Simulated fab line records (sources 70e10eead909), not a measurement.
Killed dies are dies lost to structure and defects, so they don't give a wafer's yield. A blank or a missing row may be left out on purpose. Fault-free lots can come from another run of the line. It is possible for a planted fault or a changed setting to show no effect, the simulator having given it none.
Which tool did it? || flow nandHarc || 30 wafers from 10 lots sampled at 5 of the route's 1302 steps

## WHAT THE GAUGES READ, wafer by wafer
NHARC_END_SORT_01. Usual: defectLimitedYield 91.5 %, standard deviation 2.9; killedAtArray 53, standard deviation 20; killedAtOther 1, standard deviation 1.2; killedAtPeriphery 3.7, standard deviation 2.6; killedDies 58, standard deviation 20; killedOpen 3.5, standard deviation 1.8; killedShort 2.4, standard deviation 1.7; sort_bin_2_pct 3.1 %, standard deviation 1.3; sort_bin_3_pct 0.6 %, standard deviation 0.4; sort_bin_4_pct 4.9 %, standard deviation 1.7; sortNPass 619, standard deviation 20; sortRimYieldPct 92 %, standard deviation 4; sortYieldPct 91.5 %, standard deviation 2.9.
{"lot": "L513", "measured": "day 30 09:56", "on": "prober-01", "defectLimitedYield (%)": "91.7 88.5 77.5", "killedAtArray": "53 68 151", "killedAtOther": "0 1 1", "killedAtPeriphery": "3 9 0", "killedDies": "56 78 152", "killedOpen": "2 4 2", "killedShort": "1 2 3", "sort_bin_2_pct (%)": "2.5 4.7 9.0", "sort_bin_3_pct (%)": "1.2 0.7 4.1", "sort_bin_4_pct (%)": "4.6 6.1 9.3", "sortNPass": "621 599 525", "sortRimYieldPct (%)": "92 94 96", "sortYieldPct (%)": "91.7 88.5 77.5", "flag": "OFF"}

## TOOL THAT RAN EACH LOT (tool first, then ch and the chambers of the sampled wafers, then the start)
{"lot": "L500", "NHARC_A_M1_ETCH_35": "rieDiel-05 ch 0,3, day 22 20:26", "NHARC_A_BONDPAD_ETCH_12": "rieDiel-13 ch 0,2, day 23 14:16 or earlier", "NHARC_A_BONDPAD_PVD_17": "pvdSputter-01, day 23 14:16 or earlier", "NHARC_THIN_TSV_ETCH_44": "rieDiel-08 ch 1,2, day 23 14:16"}
{"lot": "L502", "NHARC_A_M1_ETCH_35": "rieDiel-05 ch 0,2,3, day 23 10:15", "NHARC_A_BONDPAD_ETCH_12": "rieDiel-06 ch 0,1,3, day 24 06:14 or earlier", "NHARC_A_BONDPAD_PVD_17": "pvdSputter-02, day 24 06:14 or earlier", "NHARC_THIN_TSV_ETCH_44": "rieDiel-08 ch 0,1,3, day 24 06:14"}
{"lot": "L504", "NHARC_A_M1_ETCH_35": "rieDiel-04 ch 0,1,3, day 24 21:29", "NHARC_A_BONDPAD_ETCH_12": "rieDiel-06 ch 0,3, day 25 17:03 or earlier", "NHARC_A_BONDPAD_PVD_17": "pvdSputter-01, day 25 17:03 or earlier", "NHARC_THIN_TSV_ETCH_44": "rieDiel-09 ch 0,3, day 25 17:03"}
{"lot": "L513", "NHARC_A_M1_ETCH_35": "rieDiel-04 ch 1,3, day 28 11:44", "NHARC_A_BONDPAD_ETCH_12": "rieDiel-11 ch 0,2, day 29 10:55 or earlier", "NHARC_A_BONDPAD_PVD_17": "pvdSputter-03, day 29 10:55 or earlier", "NHARC_THIN_TSV_ETCH_44": "rieDiel-12 ch 0,1,2, day 29 10:55"}
{"lot": "L514", "NHARC_A_M1_ETCH_35": "rieDiel-01 ch 0,1, day 28 12:14", "NHARC_A_BONDPAD_ETCH_12": "rieDiel-11 ch 0,2,3, day 29 09:46 or earlier", "NHARC_A_BONDPAD_PVD_17": "pvdSputter-02, day 29 09:46 or earlier", "NHARC_THIN_TSV_ETCH_44": "rieDiel-08 ch 1,2,3, day 29 09:46"}
{"lot": "L517", "NHARC_A_M1_ETCH_35": "rieDiel-05 ch 0,1, day 29 17:56", "NHARC_A_BONDPAD_ETCH_12": "rieDiel-11 ch 0,2,3, day 30 13:38 or earlier", "NHARC_A_BONDPAD_PVD_17": "pvdSputter-01, day 30 13:38 or earlier", "NHARC_THIN_TSV_ETCH_44": "rieDiel-09 ch 0,1, day 30 13:38"}
{"lot": "L519", "NHARC_A_M1_ETCH_35": "rieDiel-01 ch 1,2, day 30 05:58", "NHARC_A_BONDPAD_ETCH_12": "rieDiel-06 ch 0,1,3, day 31 03:15 or earlier", "NHARC_A_BONDPAD_PVD_17": "pvdSputter-01, day 31 03:15 or earlier", "NHARC_THIN_TSV_ETCH_44": "rieDiel-12 ch 0,3, day 31 03:15"}
{"lot": "L521", "NHARC_A_M1_ETCH_35": "rieDiel-04 ch 0,2, day 31 13:08", "NHARC_A_BONDPAD_ETCH_12": "rieDiel-06 ch 0,3, day 32 12:11 or earlier", "NHARC_A_BONDPAD_PVD_17": "pvdSputter-01, day 32 12:11 or earlier", "NHARC_THIN_TSV_ETCH_44": "rieDiel-08 ch 1,2,3, day 32 12:11"}
{"lot": "L523", "NHARC_A_M1_ETCH_35": "rieDiel-05 ch 1,2,3, day 31 19:58", "NHARC_A_BONDPAD_ETCH_12": "rieDiel-06 ch 0,3, day 32 16:25 or earlier", "NHARC_A_BONDPAD_PVD_17": "pvdSputter-01, day 32 16:25 or earlier", "NHARC_THIN_TSV_ETCH_44": "rieDiel-08 ch 1,2, day 32 16:25"}
{"lot": "L522", "NHARC_A_M1_ETCH_35": "rieDiel-01 ch 1,2,3, day 32 00:43", "NHARC_A_BONDPAD_ETCH_12": "rieDiel-06 ch 0,2, day 33 02:49 or earlier", "NHARC_A_BONDPAD_PVD_17": "pvdSputter-02, day 33 02:49 or earlier", "NHARC_THIN_TSV_ETCH_44": "rieDiel-08 ch 0,3, day 33 02:49"}
- NHARC_A_M1_ETCH_35: etches the open film in N2/H2, target depth 40 nm, overetch 12 nm, time 43.94 s.
- NHARC_A_BONDPAD_ETCH_12: etches the open film in CHF3/O2, target depth 220 nm, time 110 s.
- NHARC_A_BONDPAD_PVD_17: deposits TaN, target thk 5 nm, time 8.06 s.
- NHARC_THIN_TSV_ETCH_44: etches the open film in CF4/O2, target depth 1594.2 nm, time 797.1 s.

## AS READ BY THE TOOLS THEMSELVES (means over the sampled wafers that have a number; for cases with no such wafer, the mark the record gives instead)
NHARC_A_M1_ETCH_35. Usual: drypumpMotorCurrentA 5.7 A, standard deviation 0.47; oesProductAu 1.000 a.u., standard deviation 0.013; rfVppV 432.7 V, standard deviation 1.5; showerheadPlenumPTorr 2.12 Torr, standard deviation 0.049; throttleValvePct 14.171 %, standard deviation 0.0091.
{"lot": "L500", "tool": "rieDiel-05", "drypumpMotorCurrentA (A)": 6.0, "oesProductAu (a.u.)": 0.987, "rfVppV (V)": 433.2, "showerheadPlenumPTorr (Torr)": 2.14, "throttleValvePct (%)": 14.160, "flag": ""}
{"lot": "L502", "tool": "rieDiel-05", "drypumpMotorCurrentA (A)": 5.7, "oesProductAu (a.u.)": 0.990, "rfVppV (V)": 432.4, "showerheadPlenumPTorr (Torr)": 2.14, "throttleValvePct (%)": 14.171, "flag": ""}
{"lot": "L504", "tool": "rieDiel-04", "drypumpMotorCurrentA (A)": 5.9, "oesProductAu (a.u.)": 1.010, "rfVppV (V)": 433.7, "showerheadPlenumPTorr (Torr)": 2.14, "throttleValvePct (%)": 14.174, "flag": ""}
{"lot": "L513", "tool": "rieDiel-04", "drypumpMotorCurrentA (A)": 5.6, "oesProductAu (a.u.)": 1.000, "rfVppV (V)": 432.6, "showerheadPlenumPTorr (Torr)": 2.14, "throttleValvePct (%)": 14.170, "flag": ""}
{"lot": "L514", "tool": "rieDiel-01", "drypumpMotorCurrentA (A)": 6.3, "oesProductAu (a.u.)": 1.006, "rfVppV (V)": 430.7, "showerheadPlenumPTorr (Torr)": 2.03, "throttleValvePct (%)": 14.173, "flag": ""}
{"lot": "L517", "tool": "rieDiel-05", "drypumpMotorCurrentA (A)": 5.8, "oesProductAu (a.u.)": 0.998, "rfVppV (V)": 431.0, "showerheadPlenumPTorr (Torr)": 2.09, "throttleValvePct (%)": 14.169, "flag": ""}
{"lot": "L519", "tool": "rieDiel-01", "drypumpMotorCurrentA (A)": 5.3, "oesProductAu (a.u.)": 1.003, "rfVppV (V)": 428.8, "showerheadPlenumPTorr (Torr)": 1.99, "throttleValvePct (%)": 14.177, "flag": ""}
{"lot": "L521", "tool": "rieDiel-04", "drypumpMotorCurrentA (A)": 5.6, "oesProductAu (a.u.)": 1.022, "rfVppV (V)": 434.4, "showerheadPlenumPTorr (Torr)": 2.18, "throttleValvePct (%)": 14.166, "flag": ""}
{"lot": "L523", "tool": "rieDiel-05", "drypumpMotorCurrentA (A)": 5.5, "oesProductAu (a.u.)": 0.993, "rfVppV (V)": 432.0, "showerheadPlenumPTorr (Torr)": 2.11, "throttleValvePct (%)": 14.171, "flag": ""}
{"lot": "L522", "tool": "rieDiel-01", "drypumpMotorCurrentA (A)": 5.6, "oesProductAu (a.u.)": 1.005, "rfVppV (V)": 429.6, "showerheadPlenumPTorr (Torr)": 2.00, "throttleValvePct (%)": 14.173, "flag": ""}

NHARC_A_BONDPAD_ETCH_12. Usual: drypumpMotorCurrentA 5.8 A, standard deviation 0.38; oesProductAu 0.952 a.u., standard deviation 0.022; rfVppV 370.2 V, standard deviation 2.3; showerheadPlenumPTorr 2.38 Torr, standard deviation 0.096; throttleValvePct 20.572 %, standard deviation 0.0097.
{"lot": "L500", "tool": "rieDiel-13", "drypumpMotorCurrentA (A)": 6.1, "oesProductAu (a.u.)": 0.961, "rfVppV (V)": 369.7, "showerheadPlenumPTorr (Torr)": 2.37, "throttleValvePct (%)": 20.571, "flag": ""}
{"lot": "L502", "tool": "rieDiel-06", "drypumpMotorCurrentA (A)": 5.7, "oesProductAu (a.u.)": 0.931, "rfVppV (V)": 369.3, "showerheadPlenumPTorr (Torr)": 2.36, "throttleValvePct (%)": 20.559, "flag": ""}
{"lot": "L504", "tool": "rieDiel-06", "drypumpMotorCurrentA (A)": 5.5, "oesProductAu (a.u.)": 0.959, "rfVppV (V)": 370.5, "showerheadPlenumPTorr (Torr)": 2.40, "throttleValvePct (%)": 20.572, "flag": ""}
{"lot": "L513", "tool": "rieDiel-11", "drypumpMotorCurrentA (A)": 5.4, "oesProductAu (a.u.)": 0.990, "rfVppV (V)": 371.8, "showerheadPlenumPTorr (Torr)": 2.44, "throttleValvePct (%)": 20.565, "flag": ""}
{"lot": "L514", "tool": "rieDiel-11", "drypumpMotorCurrentA (A)": 5.7, "oesProductAu (a.u.)": 0.950, "rfVppV (V)": 370.8, "showerheadPlenumPTorr (Torr)": 2.41, "throttleValvePct (%)": 20.582, "flag": ""}
{"lot": "L517", "tool": "rieDiel-11", "drypumpMotorCurrentA (A)": 5.7, "oesProductAu (a.u.)": 0.988, "rfVppV (V)": 371.0, "showerheadPlenumPTorr (Torr)": 2.40, "throttleValvePct (%)": 20.575, "flag": ""}
{"lot": "L519", "tool": "rieDiel-06", "drypumpMotorCurrentA (A)": 5.7, "oesProductAu (a.u.)": 0.972, "rfVppV (V)": 369.9, "showerheadPlenumPTorr (Torr)": 2.36, "throttleValvePct (%)": 20.571, "flag": ""}
{"lot": "L521", "tool": "rieDiel-06", "drypumpMotorCurrentA (A)": 5.7, "oesProductAu (a.u.)": 0.974, "rfVppV (V)": 369.1, "showerheadPlenumPTorr (Torr)": 2.35, "throttleValvePct (%)": 20.573, "flag": ""}
{"lot": "L523", "tool": "rieDiel-06", "drypumpMotorCurrentA (A)": 5.5, "oesProductAu (a.u.)": 0.926, "rfVppV (V)": 369.4, "showerheadPlenumPTorr (Torr)": 2.40, "throttleValvePct (%)": 20.575, "flag": ""}
{"lot": "L522", "tool": "rieDiel-06", "drypumpMotorCurrentA (A)": 5.9, "oesProductAu (a.u.)": 0.927, "rfVppV (V)": 370.8, "showerheadPlenumPTorr (Torr)": 2.42, "throttleValvePct (%)": 20.574, "flag": ""}

NHARC_A_BONDPAD_PVD_17. Usual: throttleValvePct 29.4 %, standard deviation 0.98.
{"lot": "L500", "tool": "pvdSputter-01", "throttleValvePct (%)": 29.0, "flag": ""}
{"lot": "L502", "tool": "pvdSputter-02", "throttleValvePct (%)": 29.7, "flag": ""}
{"lot": "L504", "tool": "pvdSputter-01", "throttleValvePct (%)": 29.2, "flag": ""}
{"lot": "L513", "tool": "pvdSputter-03", "throttleValvePct (%)": 30.0, "flag": ""}
{"lot": "L514", "tool": "pvdSputter-02", "throttleValvePct (%)": 29.1, "flag": ""}
{"lot": "L517", "tool": "pvdSputter-01", "throttleValvePct (%)": 29.2, "flag": ""}
{"lot": "L519", "tool": "pvdSputter-01", "throttleValvePct (%)": 29.8, "flag": ""}
{"lot": "L521", "tool": "pvdSputter-01", "throttleValvePct (%)": 30.6, "flag": ""}
{"lot": "L523", "tool": "pvdSputter-01", "throttleValvePct (%)": 29.8, "flag": ""}
{"lot": "L522", "tool": "pvdSputter-02", "throttleValvePct (%)": 29.0, "flag": ""}

NHARC_THIN_TSV_ETCH_44. Usual: drypumpMotorCurrentA 6.0 A, standard deviation 0.48; oesProductAu 0.999 a.u., standard deviation 0.0096; rfVppV 794 V, standard deviation 5; showerheadPlenumPTorr 1.83 Torr, standard deviation 0.078; throttleValvePct 16.915 %, standard deviation 0.0085.
{"lot": "L500", "tool": "rieDiel-08", "drypumpMotorCurrentA (A)": 6.2, "oesProductAu (a.u.)": 0.994, "rfVppV (V)": 798, "showerheadPlenumPTorr (Torr)": 1.90, "throttleValvePct (%)": 16.916, "flag": ""}
{"lot": "L502", "tool": "rieDiel-08", "drypumpMotorCurrentA (A)": 6.3, "oesProductAu (a.u.)": 1.003, "rfVppV (V)": 796, "showerheadPlenumPTorr (Torr)": 1.86, "throttleValvePct (%)": 16.908, "flag": ""}
{"lot": "L504", "tool": "rieDiel-09", "drypumpMotorCurrentA (A)": 6.0, "oesProductAu (a.u.)": 0.994, "rfVppV (V)": 788, "showerheadPlenumPTorr (Torr)": 1.74, "throttleValvePct (%)": 16.927, "flag": ""}
{"lot": "L513", "tool": "rieDiel-12", "drypumpMotorCurrentA (A)": 5.8, "oesProductAu (a.u.)": 1.007, "rfVppV (V)": 789, "showerheadPlenumPTorr (Torr)": 1.74, "throttleValvePct (%)": 16.915, "flag": ""}
{"lot": "L514", "tool": "rieDiel-08", "drypumpMotorCurrentA (A)": 5.8, "oesProductAu (a.u.)": 1.000, "rfVppV (V)": 798, "showerheadPlenumPTorr (Torr)": 1.89, "throttleValvePct (%)": 16.923, "flag": ""}
{"lot": "L517", "tool": "rieDiel-09", "drypumpMotorCurrentA (A)": 5.8, "oesProductAu (a.u.)": 1.015, "rfVppV (V)": 795, "showerheadPlenumPTorr (Torr)": 1.84, "throttleValvePct (%)": 16.915, "flag": ""}
{"lot": "L519", "tool": "rieDiel-12", "drypumpMotorCurrentA (A)": 5.8, "oesProductAu (a.u.)": 1.006, "rfVppV (V)": 793, "showerheadPlenumPTorr (Torr)": 1.81, "throttleValvePct (%)": 16.920, "flag": ""}
{"lot": "L521", "tool": "rieDiel-08", "drypumpMotorCurrentA (A)": 5.9, "oesProductAu (a.u.)": 0.994, "rfVppV (V)": 797, "showerheadPlenumPTorr (Torr)": 1.89, "throttleValvePct (%)": 16.914, "flag": ""}
{"lot": "L523", "tool": "rieDiel-08", "drypumpMotorCurrentA (A)": 5.8, "oesProductAu (a.u.)": 0.998, "rfVppV (V)": 800, "showerheadPlenumPTorr (Torr)": 1.92, "throttleValvePct (%)": 16.914, "flag": ""}
{"lot": "L522", "tool": "rieDiel-08", "drypumpMotorCurrentA (A)": 5.9, "oesProductAu (a.u.)": 1.001, "rfVppV (V)": 795, "showerheadPlenumPTorr (Torr)": 1.84, "throttleValvePct (%)": 16.909, "flag": ""}

## THE ANSWER, worked out from the rows above alone
Rule: lot off if the mean of its wafers having a number is beyond 3 standard deviations from the usual mean. A lot without any number at a reading at which 4 lots or more have one is off too. Where the step has rows for the other lots, those lots are counted as sound. Order of review: gauges by route order, followed by the tools' own readings, for which a lot's mean as printed above is used. At the first step where some lot is off, the reading lying furthest off is the one used; lots without a number count as furthest.
Off at NHARC_END_SORT_01 (sort_bin_3_pct): L513. Neither off nor sound, because the step has no rows for them: L500, L502, L504, L514, L517, L519, L521, L523, L522.
If a tool, at a process step before that reading, ran all the lots that are off and no sound lot after the first of them, it fits. Those tools and the gauges at NHARC_END_SORT_01 are tried in the same way. NHARC_A_BONDPAD_ETCH_12: start missing for some lots; hours and lot order therefore follow NHARC_THIN_TSV_ETCH_44. NHARC_A_BONDPAD_PVD_17: start missing for some lots; hours and lot order therefore follow NHARC_THIN_TSV_ETCH_44. Can't be told from this: 5 tools fit, rieDiel-04 at NHARC_A_M1_ETCH_35, rieDiel-11 at NHARC_A_BONDPAD_ETCH_12, pvdSputter-03 at NHARC_A_BONDPAD_PVD_17, rieDiel-12 at NHARC_THIN_TSV_ETCH_44, prober-01 at NHARC_END_SORT_01.

## WHAT THE SIMULATOR PUT IN
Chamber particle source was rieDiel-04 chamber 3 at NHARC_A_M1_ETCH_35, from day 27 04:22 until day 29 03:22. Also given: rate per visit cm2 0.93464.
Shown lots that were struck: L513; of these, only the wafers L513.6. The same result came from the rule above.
